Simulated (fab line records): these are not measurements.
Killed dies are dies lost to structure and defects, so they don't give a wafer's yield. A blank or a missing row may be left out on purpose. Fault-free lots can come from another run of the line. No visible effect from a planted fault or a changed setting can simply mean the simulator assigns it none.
A single fault, viewed from 2 desks | flow n5 finfet | only its own numbers are on each desk; what lay behind them is given at the end

== THE METROLOGY DESK ==
Means of the sampled wafers that have a number, per lot and without regard to the tool the lot ran on: this is what the gauges read. The brackets show how far a lot's mean lies from the usual mean; more than 4 standard deviations puts the lot out of limits, marked OUT.
Columns: A = cd nm at N5_BEOL_M15_CD_MEAS_10, usual 360.2 nm
lot  | first seen here | A
L422 | day 12 05:44    | 359.2
L423 | day 12 13:05    | 359.8
L424 | day 13 16:23    | 361.3
L429 | day 14 12:01    | 358.7
L433 | day 15 02:40    | 359.5
L432 | day 15 16:49    | 360.1
L441 | day 17 14:13    | 359.9
L443 | day 18 13:01    | 360.1
L444 | day 18 19:49    | 360.6
This desk's verdict: no lot among the 9 shows anything out of limits.

== AT THE TOOL OWNER'S DESK: pvd sputter-02 ==
The tool's own readings at N5_BEOL_M14_SPUTTER_43 (material TaN, target thk 15 nm, time 24.19 s): means of the sampled wafers that have a number, for each lot that ran on this tool. The brackets show how far a lot's mean lies from the usual mean; more than 4 standard deviations puts the lot out of limits, marked OUT.
Columns: A = bias v at N5_BEOL_M14_SPUTTER_43, usual 168.8 V; B = throttle valve pct at N5_BEOL_M14_SPUTTER_43, usual 30.0 %
lot  | first seen here | A     | B
L422 | day 12 03:14    | 168.1 | 30.1
L423 | day 12 11:16    | 168.6 | 30.7
L429 | day 14 08:23    | 170.9 | 30.5
L433 | day 15 00:06    | 169.3 | 30.8
L432 | day 15 14:57    | 168.2 | 29.9
This desk's verdict: no lot among the 5 shows anything out of limits.

== BROUGHT TOGETHER ==
At the metrology desk, nothing out of limits was observed.
The desk of the tool owner found nothing out of limits.

== WHAT THE SIMULATOR HAD PUT IN ==
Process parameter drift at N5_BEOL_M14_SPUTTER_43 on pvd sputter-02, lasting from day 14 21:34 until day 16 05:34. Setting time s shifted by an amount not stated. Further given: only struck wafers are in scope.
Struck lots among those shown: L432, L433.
